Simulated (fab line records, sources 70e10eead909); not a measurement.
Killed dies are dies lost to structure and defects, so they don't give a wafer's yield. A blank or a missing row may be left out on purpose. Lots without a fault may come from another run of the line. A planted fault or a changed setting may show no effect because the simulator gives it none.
One fault seen from 2 desks | flow nand_harc | each desk has only its own numbers; what lay behind them comes last

THE METROLOGY DESK
What the gauges read, lot by lot, whatever tool the lot ran on: means of the sampled wafers that have a number. A lot is out of limits, marked OUT, if its mean lies more than 4 standard deviations from the usual mean; the brackets give that distance.
Columns: A = cd_nm at NHARC_A_SGD_CUT_CD_MEAS_09, usual 99.9 nm
lot  | first seen here | A
L203 | day 20 04:10    | 99.6
L205 | day 20 07:08    | 100.0
L206 | day 20 16:35    | 100.1
L207 | day 20 16:46    | 99.2
L208 | day 21 20:48    | 99.8
L211 | day 22 13:25    | 100.1
L212 | day 23 09:40    | 99.6
L213 | day 23 17:29    | 99.9
L218 | day 26 02:29    | 100.6
L222 | day 27 13:13    | 100.0
L224 | day 28 10:22    | 100.0
L223 | day 28 10:42    | 99.6
This desk's finding: nothing out of limits on any of the 12 lots.

THE TOOL OWNER'S DESK: rie_diel-09
The tool's own readings at NHARC_A_SGD_CUT_ETCH_59 (etches the open film in N2/H2, target depth 260 nm, time 406.25 s): means of the sampled wafers that have a number, for each lot that ran on this tool. A lot is out of limits, marked OUT, if its mean lies more than 4 standard deviations from the usual mean; the brackets give that distance.
Columns: A = drypump_motor_current_A at NHARC_A_SGD_CUT_ETCH_59, usual 5.7 A; B = n2_flow_sccm at NHARC_A_SGD_CUT_ETCH_59, usual 150.0 sccm; C = oes_product_au at NHARC_A_SGD_CUT_ETCH_59, usual 0.999 a.u.; D = rf_vpp_V at NHARC_A_SGD_CUT_ETCH_59, usual 431.0 V; E = run_length_s at NHARC_A_SGD_CUT_ETCH_59, usual 427.7 s; F = showerhead_plenum_p_Torr at NHARC_A_SGD_CUT_ETCH_59, usual 2.06 Torr; G = throttle_valve_pct at NHARC_A_SGD_CUT_ETCH_59, usual 14.170 %
lot  | first seen here | A   | B     | C     | D     | E               | F    | G
L203 | day 20 04:34    | 5.2 | 150.3 | 0.996 | 429.4 | 428.0           | 2.02 | 14.162
L211 | day 22 13:48    | 5.2 | 150.4 | 1.003 | 430.6 | 427.8           | 2.02 | 14.170
L213 | day 23 17:55    | 5.3 | 150.3 | 1.020 | 429.9 | 427.5           | 2.03 | 14.167
L218 | day 26 02:51    | 5.0 | 150.4 | 0.986 | 432.7 | 427.5           | 2.10 | 14.171
L222 | day 27 13:34    | 5.2 | 149.9 | 0.993 | 429.0 | 379.8 (-94) OUT | 2.01 | 14.168
L223 | day 28 11:04    | 5.3 | 150.2 | 1.020 | 430.0 | 379.4 (-95) OUT | 2.02 | 14.166
This desk's finding: out of limits on L222, L223; first on L222, day 27 13:34 (run_length_s at NHARC_A_SGD_CUT_ETCH_59). In limits: L203, L211, L213, L218.

PUT TOGETHER
The tool owner's desk could have raised an alarm at day 27 13:34, on L222, L223.
The metrology desk saw nothing out of limits.
The metrology desk has L222, L223 on record, within its limits.
Of the lots named, all ran NHARC_A_SGD_CUT_ETCH_59 on rie_diel-09.

WHAT THE SIMULATOR HAD PUT IN
Process parameter drift: rie_diel-09, from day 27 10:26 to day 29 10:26, at NHARC_A_SGD_CUT_ETCH_59. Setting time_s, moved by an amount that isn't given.
Lots struck among those shown: L222, L223.
Hours from the fault's start to each desk's first reading out of limits: the tool owner's desk, 3.
